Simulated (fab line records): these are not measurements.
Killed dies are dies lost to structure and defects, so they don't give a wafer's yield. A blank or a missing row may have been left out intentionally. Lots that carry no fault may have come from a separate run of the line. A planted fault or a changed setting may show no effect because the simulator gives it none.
fab line records	flow nand_harc
record: lots: 12	wafers: 36	last_day: 32
route steps=1302 shown A_CHANNEL_HOLE_D2@594 A_CHANNEL_FILL_D2@612 END@1302
lots that met no fault: from a run of the same line without faults
start_h: start of the lot's first displayed wafer, in hours after the record's first day	wait_h: time in hours since the lot's previous step	" unchanged from the row above	L1.1+2: several wafers, shown together as one row	- no value present, or no start provided	* or withheld: withheld	< > ~ a bound
route shown NAME@n: NAME is a module with steps in the file, n the number in the route of the first one	usual: mean/standard deviation taken from wafers without a fault	same: alike in all rows	chamber/n: place in a boat	sites: each site's reading	_std_site: how widely they spread, as a standard deviation	_edge_site: outer sites' mean less inner sites'	radius_mm: for every site, how far away it sits from the centre of the wafer	mask NAME#n: copy n	behind: the most recent tool/chamber to have shaped the wafer	hold: the reason the lot was held/the length of the hold in hours/how it ended	device: transistor that didn't switch, given as n, p or np	end of line: the route-end tests of the same wafers	a step without rows: its recipe alone	killed: dies lost to structure and defects at the first sort, not the wafer's yield	map: the dies of a wafer, with x for killed, . for not killed, _ for no die there
set.NAME: the setting as run; set.NAME@STEP: as run at that earlier step	model.NAME: the simulator's own value behind a step, which no gauge read
route steps across a sampled set of lots; one table per step, one row per wafer
services: from which hour (start_h, from the record's first day; less than 0 if before it) a tool's chamber was out of use, for how many hours, and why
== steps ==
step: NHARC_A_CHANNEL_HOLE_D2_ETCH_22
recipe: bias_v: 3000	source_w: withheld	pressure_mtorr: 20	time_s: 666.7	ar_flow_sccm: 375	c4f8_flow_sccm: 89.3	o2_flow_sccm: 35.7	temp_c: -20	target_depth_a: 16000	chemistry: C4F8/O2/Ar
usual: drypump_motor_current_A: 5.5/0.46	mfc_ar_sccm: 375.1/1.2	showerhead_plenum_p_Torr: 3.66/0.13	throttle_valve_pct: 32.156/0.0093
lot.wafer	tool	chamber	start_h	wait_h	drypump_motor_current_A	mfc_ar_sccm	rf_hours_counter_h	showerhead_plenum_p_Torr	throttle_valve_pct
L680.4	har_etch-02	0	298.93	0.4	5.1	374.4	-	3.73	32.160
L680.3	"	1	"	"	5.4	375.0	-	3.42	32.153
L680.5	"	1	"	"	5.4	374.8	-	3.42	32.155
L682.2	har_etch-01	1	323.40	0.4	6.3	375.1	161	3.62	32.146
L682.1	"	0	"	"	5.3	374.9	161	3.69	32.152
L682.5	"	0	"	"	5.3	374.5	-	3.70	32.158
L684.1	har_etch-01	0	333.46	0.4	5.3	374.1	169	3.69	32.153
L684.3	"	0	"	"	5.3	375.3	-	3.69	32.142
L684.6	"	1	"	"	6.3	374.9	-	3.61	32.145
L686.2	har_etch-02	0	358.06	0.4	5.1	374.2	399	3.71	32.140
L686.1	"	1	"	"	5.4	374.0	399	3.40	32.148
L686.4	"	1	"	"	5.5	375.7	-	3.40	32.131
L689.3	har_etch-01	1	382.07	0.4	6.3	375.4	-	3.60	32.160
L689.4	"	0	"	"	5.4	377.8	-	3.68	32.152
L689.6	"	1	"	"	6.3	376.6	-	3.60	32.159
L688.2	har_etch-01	0	386.14	0.4	5.3	374.9	199	3.67	32.154
L688.3	"	1	"	"	6.3	372.9	-	3.60	32.152
L688.5	"	0	"	"	5.3	374.6	-	3.67	32.152
L690.2	har_etch-02	1	401.27	0.4	5.5	373.3	5	3.93	32.152
L690.3	"	0	"	"	5.1	375.8	-	3.70	32.150
L690.5	"	0	"	"	5.1	375.8	-	3.70	32.153
L691.2	har_etch-01	0	410.10	0.4	5.4	374.9	222	3.66	32.155
L691.6	"	0	"	"	5.4	374.8	-	3.66	32.154
L691.5	"	1	"	"	6.3	374.0	-	3.58	32.168
L693.1	har_etch-01	0	420.21	0.4	5.3	374.8	226	3.66	32.158
L693.4	"	1	"	"	6.3	375.8	-	3.58	32.162
L693.5	"	0	"	"	5.3	374.7	-	3.66	32.140
L692.2	har_etch-02	1	420.52	0.4	5.4	377.5	20	3.92	32.157
L692.1	"	0	"	"	5.1	373.6	20	3.69	32.152
L692.6	"	1	"	"	5.4	375.4	-	3.92	32.152
L701.1	har_etch-02	1	506.31	0.4	5.4	375.3	65	3.90	32.160
L701.2	"	0	"	"	5.1	376.5	65	3.67	32.161
L701.4	"	1	"	"	5.5	374.2	-	3.90	32.174
L700.2	har_etch-01	1	510.74	0.4	6.3	373.9	272	3.56	32.154
L700.5	"	1	"	"	6.3	374.0	-	3.56	32.177
L700.6	"	0	"	"	5.3	376.8	-	3.63	32.159
step: NHARC_A_CHANNEL_FILL_D2_ALD_02
recipe: target_thk_a: 60	pulse_time_s: 10	ald_cycles: 60	temp_c: 300	material: SiO2
usual: ald_cycles: 60/0	heater_power_outer_w: 259/20	heater_power_w: 467/35	precursor_pulse_height_rel: 1.001/0.021
lot.wafer	tool	chamber	start_h	wait_h	ald_cycles	heater_power_outer_w	heater_power_w	precursor_pulse_height_rel
L680.3	ald_hk-02	1	306.64	-	60	257	449	1.007
L680.4	"	2	"	"	60	268	506	1.018
L680.5	"	2	"	"	60	266	500	1.004
L682.2	ald_hk-01	0	328.43	-	60	241	484	1.021
L682.1	"	3	"	"	60	270	485	1.015
L682.5	"	1	"	"	60	227	409	1.001
L684.1	ald_hk-04	2	338.50	-	60	261	472	1.039
L684.3	"	0	"	"	60	269	498	0.956
L684.6	"	1	"	"	60	247	442	0.997
L686.4	ald_hk-02	1	363.07	-	60	252	444	0.979
L686.2	"	2	"	"	60	278	509	1.008
L686.1	"	3	"	"	60	225	428	1.001
L689.4	ald_hk-02	1	387.06	-	60	249	443	1.041
L689.3	"	2	"	"	60	275	519	0.974
L689.6	"	0	"	"	60	246	433	0.972
L688.2	ald_hk-01	1	391.16	-	60	224	414	0.996
L688.3	"	3	"	"	60	272	480	0.997
L688.5	"	0	"	"	60	243	478	0.974
L690.2	ald_hk-02	0	406.38	-	60	245	439	0.980
L690.3	"	1	"	"	60	255	437	0.982
L690.5	"	3	"	"	60	219	432	1.010
L691.2	ald_hk-04	1	415.27	-	60	243	426	1.039
L691.6	"	3	"	"	60	293	502	1.027
L691.5	"	0	"	"	60	268	493	1.034
L693.1	ald_hk-04	1	425.16	-	60	251	431	0.963
L693.4	"	3	"	"	60	280	498	0.989
L693.5	"	1	"	"	60	242	455	1.008
L692.1	ald_hk-01	1	425.64	-	60	241	409	1.000
L692.2	"	2	"	"	60	315	525	1.026
L692.6	"	1	"	"	60	232	408	0.999
L701.2	ald_hk-02	3	511.42	-	-	-	-	-
L701.1	"	0	"	"	-	-	-	-
L701.4	"	1	"	"	-	-	-	-
L700.2	ald_hk-04	2	515.77	-	-	-	-	-
L700.5	"	2	"	"	-	-	-	-
L700.6	"	3	"	"	-	-	-	-
step: NHARC_A_CHANNEL_FILL_D2_ALD_14
recipe: target_thk_a: 25	pulse_time_s: 10	ald_cycles: 25	temp_c: 300	material: SiO2
usual: heater_power_outer_w: 260/25	heater_power_w: 467/39	precursor_pulse_height_rel: 1.001/0.019
same: ald_cycles: 25
lot.wafer	tool	chamber	start_h	wait_h	heater_power_outer_w	heater_power_w	precursor_pulse_height_rel
L680.3	ald_hk-01	3	313.66	0.0	269	476	0.990
L680.4	"	1	"	"	226	409	1.017
L680.5	"	0	"	"	250	480	1.015
L682.1	ald_hk-01	3	335.41	0.0	264	488	1.008
L682.2	"	2	"	"	309	546	1.003
L682.5	"	0	"	"	250	458	0.994
L684.1	ald_hk-02	0	345.67	0.3	245	426	0.999
L684.3	"	3	"	"	222	420	1.004
L684.6	"	1	"	"	254	443	0.976
L686.1	ald_hk-04	0	370.04	0.0	267	493	0.976
L686.4	"	1	"	"	247	446	1.001
L686.2	"	2	"	"	261	469	0.983
L689.4	ald_hk-02	1	393.96	0.1	255	440	1.001
L689.3	"	3	"	"	232	419	0.978
L689.6	"	0	"	"	253	424	1.015
L688.2	ald_hk-01	2	398.12	0.1	314	520	0.979
L688.3	"	3	"	"	269	480	0.999
L688.5	"	1	"	"	231	413	0.975
L690.2	ald_hk-02	1	413.38	0.1	253	440	1.021
L690.3	"	2	"	"	287	505	1.008
L690.5	"	3	"	"	230	425	1.002
L691.2	ald_hk-02	2	422.29	0.1	280	515	0.985
L691.5	"	3	"	"	228	429	1.020
L691.6	"	0	"	"	252	425	1.002
L693.4	ald_hk-01	0	432.22	0.1	249	483	0.983
L693.1	"	2	"	"	317	527	1.033
L693.5	"	0	"	"	249	476	1.020
L692.2	ald_hk-04	3	432.26	0.1	283	514	1.011
L692.1	"	0	"	"	266	508	0.998
L692.6	"	1	"	"	242	439	1.000
L701.2	ald_hk-01	1	518.32	0.0	221	421	1.014
L701.4	"	2	"	"	324	569	0.996
L701.1	"	3	"	"	271	465	0.999
L700.2	ald_hk-02	3	522.89	0.2	231	424	1.018
L700.6	"	0	"	"	253	446	0.990
L700.5	"	1	"	"	254	456	0.993
step: NHARC_A_CHANNEL_FILL_D2_STRIP_28
recipe: time_s: 20	o2_flow_sccm: 500	ar_flow_sccm: 0	bias_w: 0	chemistry: O2
usual: drypump_motor_current_A: 5.9/0.38	mfc_ar_sccm: 0.006/0.011	oes_product_au: 0.999/0.016	rf_vpp_V: 57.9/0.83	showerhead_plenum_p_Torr: 3.59/0.14	throttle_valve_pct: 17.036/0.01
lot.wafer	tool	chamber	start_h	wait_h	drypump_motor_current_A	mfc_ar_sccm	oes_product_au	rf_hours_counter_h	rf_vpp_V	showerhead_plenum_p_Torr	throttle_valve_pct
L680.3	rie_diel-03	0	331.26	0.1	5.4	0.012	0.999	2	57.8	3.66	17.037
L680.4	"	3	"	"	5.9	0	0.972	-	58.8	3.59	17.042
L680.5	"	0	"	"	5.5	0.012	1.001	-	58.6	3.66	17.042
L682.2	rie_diel-05	3	352.23	0.1	5.7	0	1.011	17	59.0	3.68	17.019
L682.1	"	1	"	"	6.0	0	1.005	22	57.2	3.59	17.050
L682.5	"	2	"	"	6.1	0	1.036	-	57.8	3.38	17.036
L684.1	rie_diel-03	2	364.49	0.1	6.7	0.035	1.022	2	57.4	3.65	17.031
L684.3	"	3	"	"	5.9	0	0.986	2	57.9	3.59	17.033
L684.6	"	3	"	"	5.9	0	0.997	-	56.2	3.59	17.054
L686.2	rie_diel-03	2	387.69	0.1	6.7	0.035	1.007	3	57.8	3.65	17.043
L686.1	"	3	"	"	5.9	0	0.997	2	59.2	3.59	17.021
L686.4	"	0	"	"	5.4	0.012	1.026	3	60.1	3.65	17.039
L689.3	rie_diel-03	2	412.95	0.1	6.7	0.035	1.017	4	58.1	3.65	17.029
L689.4	"	3	"	"	5.9	0	0.993	3	56.4	3.59	17.048
L689.6	"	1	"	"	5.6	0	0.995	-	57.7	3.75	17.034
L688.2	rie_diel-09	2	416.03	0.1	5.8	0	1.016	3	57.8	3.68	17.027
L688.3	"	3	"	"	6.6	0	0.979	3	57.3	3.42	17.035
L688.5	"	1	"	"	5.9	0.014	0.997	-	56.5	3.72	17.019
L690.2	rie_diel-09	3	431.17	0.1	6.6	0	0.988	3	56.8	3.42	17.028
L690.3	"	1	"	"	5.8	0.014	0.999	3	58.7	3.72	17.047
L690.5	"	3	"	"	6.6	0	0.987	-	57.3	3.42	17.045
L691.2	rie_diel-09	1	438.92	0.1	5.8	0.014	0.997	3	58.6	3.72	17.035
L691.5	"	1	"	"	5.8	0.014	0.992	-	58.0	3.72	17.041
L691.6	"	3	"	"	6.6	0	0.986	-	56.1	3.42	17.035
L693.1	rie_diel-03	0	449.56	0.1	5.5	0.012	1.023	4	57.8	3.65	17.030
L693.4	"	3	"	"	5.9	0	0.992	4	59.2	3.59	17.049
L693.5	"	0	"	"	5.5	0.012	1.019	-	57.1	3.65	17.035
L692.1	rie_diel-09	0	449.57	0.1	5.5	0	0.974	3	56.5	3.31	17.030
L692.2	"	1	"	"	5.8	0.014	0.985	3	58.2	3.72	17.034
L692.6	"	1	"	"	5.8	0.014	0.999	-	57.4	3.72	17.037
L701.1	rie_diel-03	1	535.37	0.1	5.6	0	0.985	2	57.9	3.75	17.027
L701.2	"	2	"	"	6.7	0.035	0.981	2	59.6	3.64	17.019
L701.4	"	3	"	"	5.9	0	0.999	2	60.2	3.59	17.033
L700.2	rie_diel-09	3	540.61	0.1	6.5	0	0.978	2	56.8	3.42	17.027
L700.5	"	3	"	"	6.6	0	0.982	-	58.0	3.42	17.015
L700.6	"	0	"	"	5.5	0	0.972	-	57.3	3.31	17.058
step: NHARC_END_SORT_01
recipe: temp_c: 25
usual: killed_at_array: 58/22	killed_at_other: 1.0/1.3	killed_at_periphery: 5/3.4	killed_dies: 64/22	killed_open: 3.6/1.8	killed_short: 2.4/1.7
same: gross_dies: 677
lot.wafer	tool	chamber	start_h	wait_h	killed_at_array	killed_at_other	killed_at_periphery	killed_dies	killed_open	killed_short
L701.1	prober-02	0	771.86	2.5	673	1	3	677	4	6
L701.2	prober-02	0	772.66	2.8	674	0	3	677	2	4
L701.4	prober-02	0	774.25	3.4	673	1	3	677	4	3
L700.2	prober-01	0	772.10	2.8	673	2	2	677	6	6
L700.5	prober-01	0	774.48	3.7	677	0	0	677	1	5
L700.6	prober-01	0	775.28	4.0	670	0	7	677	7	3
killed by level:class
L701.1 A_CHANNEL_FILL_D2:area_ald=647 A_SLIT:chamber_film_flake=6 A_STAIRCASE:chamber_film_flake=4 A_CHANNEL_HOLE_D1:chamber_film_flake=3 A_CHANNEL_FILL_D1:geometric_particle:open=2 A_ONON_D2:geometric_particle:short=2 P_GATE:chamber_film_flake=2 A_CONTACT:chamber_film_flake=2
L700.2 A_CHANNEL_FILL_D2:area_ald=585 A_SLIT:chamber_film_flake=28 A_CHANNEL_HOLE_D2:chamber_film_flake=18 A_CHANNEL_HOLE_D1:chamber_film_flake=14 A_CONTACT:chamber_film_flake=10 A_STAIRCASE:chamber_film_flake=4 A_WL_FILL:chamber_film_flake=3 A_CHANNEL_HOLE_D1:geometric_particle:open=2
L701.2 A_CHANNEL_FILL_D2:area_ald=647 A_SLIT:chamber_film_flake=11 A_ONON_D2:geometric_particle:short=2 A_CHANNEL_HOLE_D1:unspecified=2 A_CHANNEL_HOLE_D1:chamber_film_flake=2 A_STAIRCASE:chamber_film_flake=2 A_M1:chamber_film_flake=2 P_CONTACT:geometric_particle:short=1
L701.4 A_CHANNEL_FILL_D2:area_ald=645 A_SLIT:chamber_film_flake=12 A_CONTACT:chamber_film_flake=3 A_CHANNEL_FILL_D2:geometric_particle:open=2 A_CHANNEL_HOLE_D1:unspecified=2 A_STAIRCASE:chamber_film_flake=2 P_GATE:geometric_particle:short=1 P_M1:geometric_particle:open=1
L700.5 A_CHANNEL_FILL_D2:area_ald=599 A_SLIT:chamber_film_flake=29 A_CHANNEL_HOLE_D2:chamber_film_flake=22 A_CHANNEL_HOLE_D1:chamber_film_flake=11 A_CONTACT:chamber_film_flake=5 A_WL_FILL:chamber_film_flake=4 A_CHANNEL_HOLE_D2:geometric_particle:short=2 A_DECK1_JOINT:geometric_particle:open=1
L700.6 A_CHANNEL_FILL_D2:area_ald=604 A_SLIT:chamber_film_flake=20 A_CHANNEL_HOLE_D2:chamber_film_flake=18 A_CHANNEL_HOLE_D1:chamber_film_flake=13 A_WL_FILL:chamber_film_flake=3 A_CONTACT:chamber_film_flake=3 P_M1:geometric_particle:open=2 P_STI:geometric_particle:short=1
== services ==
tool	chamber	start_h	hours	kind
rie_diel-03	-	281.30	9.0	pm
ald_hk-01	-	302.27	10.0	pm
rie_diel-09	-	320.10	9.0	pm
rie_diel-03	2	327.64	4.8	repair
ald_hk-02	2	351.59	10.0	vent_cycle
rie_diel-03	-	358.91	1.0	repair
rie_diel-09	1	361.52	6.2	repair
har_etch-02	-	379.22	17.0	pm
rie_diel-09	-	388.59	1.5	repair
rie_diel-05	-	407.10	9.0	pm
har_etch-01	-	423.95	7.3	repair
rie_diel-05	2	429.59	1.9	repair
rie_diel-09	0	431.48	7.5	repair
ald_hk-04	-	435.87	10.0	pm
ald_hk-04	-	448.93	2.0	repair
rie_diel-09	-	451.54	0.8	repair
rie_diel-09	-	457.64	0.3	repair
rie_diel-03	-	458.30	9.0	pm
ald_hk-01	-	480.27	10.0	pm
rie_diel-09	-	497.10	9.0	pm
rie_diel-05	2	503.05	1.7	repair
rie_diel-09	0	514.33	9.4	repair
rie_diel-09	1	529.11	2.5	repair
ald_hk-02	-	529.81	10.0	pm
== key ==
first_sign: step: NHARC_A_CHANNEL_FILL_D2_ALD_02	reading: tool_record	direction: missing
effect: step: NHARC_END_SORT_01	reading: killed_at_array	direction: up	sigmas: 28	usual: 58	struck: 673
more_kills_born_at: NHARC_A_CHANNEL_FILL_D2_ALD_02@ald_hk-02: 1939	NHARC_A_CHANNEL_FILL_D2_ALD_02@ald_hk-04: 1788
met_at NHARC_A_CHANNEL_FILL_D2_ALD_02
struck_lots L700,L701
later_rows_left_out L700.2,L700.5,L700.6,L701.1,L701.2,L701.4
tester_left_out L700,L701
not_acting_at NHARC_A_CHANNEL_HOLE_D2_ETCH_22,NHARC_A_CHANNEL_FILL_D2_ALD_14,NHARC_A_CHANNEL_FILL_D2_STRIP_28
onset_between 425.16 511.42
fault: kind: skipped_step_whole	tool: ald_hk-02,ald_hk-04	chamber: -	onset_h: 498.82	steps: NHARC_A_CHANNEL_FILL_D2_ALD_02	scope: struck_lots_only
tester_left_out: of these lots the tester's yield and bins aren't shown, on N5 and GAA mostly nor the transistor test; their killed dies are dies lost to structure and defects alone, not to doping, threshold or leakage, so they don't give the yield
later_rows_left_out: the simulator's readings of these wafers behind a module that went badly wrong aren't trusted and aren't shown, but for the sort
